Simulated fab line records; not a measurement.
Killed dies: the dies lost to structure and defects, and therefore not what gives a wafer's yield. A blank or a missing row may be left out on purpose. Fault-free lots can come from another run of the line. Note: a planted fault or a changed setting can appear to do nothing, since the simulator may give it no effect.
Which tool is to blame?    flow n5-finfet    Sampling: 11 lots, 33 wafers, 3 of 1938 route steps

WHAT THE GAUGES SHOWED, per wafer
N5_BEOL_M11_CD_MEAS_28: the cd target is 70 nm.
lot   measured      on         cd-nm (nm)
L158  day 10 18:31  cd-sem-01  69.5 71.3 70.8
L159  day 11 02:22  cd-sem-02  69.2 69.8 70.3
L157  day 11 04:59  cd-sem-02  70.7 70.1 70.0
L161  day 12 10:22  cd-sem-03  69.8 69.9 70.1
L163  day 12 17:22  cd-sem-03  69.4 68.1 68.7
L168  day 13 04:10  cd-sem-03  70.8 70.0 70.1
L170  day 14 00:40  cd-sem-02  69.7 69.9 70.9
L169  day 14 02:19  cd-sem-03  70.3 69.8 70.5
L171  day 14 04:08  cd-sem-03  70.7 69.9 70.1
L178  day 15 18:07  cd-sem-03  70.4 71.4 70.9
L180  day 16 17:32  cd-sem-01  69.3 69.5 69.0

N5_BEOL_M11_INSPECT_30: inspects for defects (brightfield).
lot   measured      on                 raw-defect-count
L158  day 10 18:35  defect-inspect-01  415 406 567
L159  day 11 02:25  defect-inspect-01  296 349 445
L157  day 11 05:02  defect-inspect-02  424 501 395
L161  day 12 10:25  defect-inspect-02  516 505 555
L163  day 12 17:26  defect-inspect-02  532 464 502
L168  day 13 04:14  defect-inspect-02  493 523 567
L170  day 14 00:43  defect-inspect-01  334 372 400
L169  day 14 02:22  defect-inspect-01  352 339 382
L171  day 14 04:12  defect-inspect-01  460 318 356
L178  day 15 18:11  defect-inspect-01  371 394 273
L180  day 16 17:35  defect-inspect-02  347 417 405

EACH LOT AND THE TOOL THAT RAN IT (in order: tool; ch and the chambers of the sampled wafers; start)
lot   N5_BEOL_M11_STRIP_67
L158  rie-diel-03 ch 0,1,2, day 10 17:07
L159  rie-diel-05 ch 2,3, day 11 00:08
L157  rie-diel-06 ch 0,1,3, day 11 03:27
L161  rie-diel-05 ch 0,2,3, day 12 09:34
L163  rie-diel-03 ch 1,3, day 12 15:11
L168  rie-diel-06 ch 1,3, day 13 01:44
L170  rie-diel-03 ch 0,1,2, day 13 22:35
L169  rie-diel-05 ch 1,2,3, day 14 00:28
L171  rie-diel-06 ch 0,2,3, day 14 03:35
L178  rie-diel-03 ch 0,1,2, day 15 16:32
L180  rie-diel-06 ch 1,2,3, day 16 16:53
- N5_BEOL_M11_STRIP_67: strips in CF4.

WHAT THE TOOLS THEMSELVES READ (means of the sampled wafers that have a number; where no wafer has one, the mark that the record gives instead)
N5_BEOL_M11_STRIP_67.
lot   tool         drypump-motor-current-A (A)  oes-product-au (a.u.)  rf-vpp-V (V)  showerhead-plenum-p-Torr (Torr)  throttle-valve-pct (%)
L158  rie-diel-03  5.48                         0.73                   271.4         1.81                             13.62
L159  rie-diel-05  5.55                         0.84                   271.8         1.80                             13.31
L157  rie-diel-06  5.27                         0.77                   270.9         1.82                             13.56
L161  rie-diel-05  5.34                         0.85                   270.6         1.81                             13.45
L163  rie-diel-03  5.19                         0.88                   273.0         1.85                             13.46
L168  rie-diel-06  5.39                         0.82                   271.9         1.82                             13.50
L170  rie-diel-03  5.47                         0.80                   272.1         1.80                             13.47
L169  rie-diel-05  5.49                         0.81                   270.4         1.77                             13.36
L171  rie-diel-06  5.43                         0.70                   273.0         1.80                             13.82
L178  rie-diel-03  5.48                         0.78                   271.1         1.80                             13.50
L180  rie-diel-06  5.55                         0.75                   271.4         1.79                             13.79

THE ANSWER, worked out from the rows above alone
Rule: the usual values come from the lots themselves. The widest of any qualifying gaps counts: lots, ordered by their means at a reading, are off when they make up no more than a third of the lots, leave a main group of 4 or more, and stand apart from it by 3 or more times the standard deviation of that group's means. If all means in a main group match to the digits the tables above print for the reading, that group is not used. Also off: a lot with no number at a reading for which 4 or more lots have one. All remaining lots with rows at the step are treated as sound. First the gauges in route order, then the tools' own readings, where a lot's mean is used as printed above. The first step at which some lot is off is used, and at that step the reading that is off furthest; a lot without a number counts as furthest.
Nothing can be told from this: no lot is off at any reading shown.

WHAT HAD BEEN PUT IN BY THE SIMULATOR
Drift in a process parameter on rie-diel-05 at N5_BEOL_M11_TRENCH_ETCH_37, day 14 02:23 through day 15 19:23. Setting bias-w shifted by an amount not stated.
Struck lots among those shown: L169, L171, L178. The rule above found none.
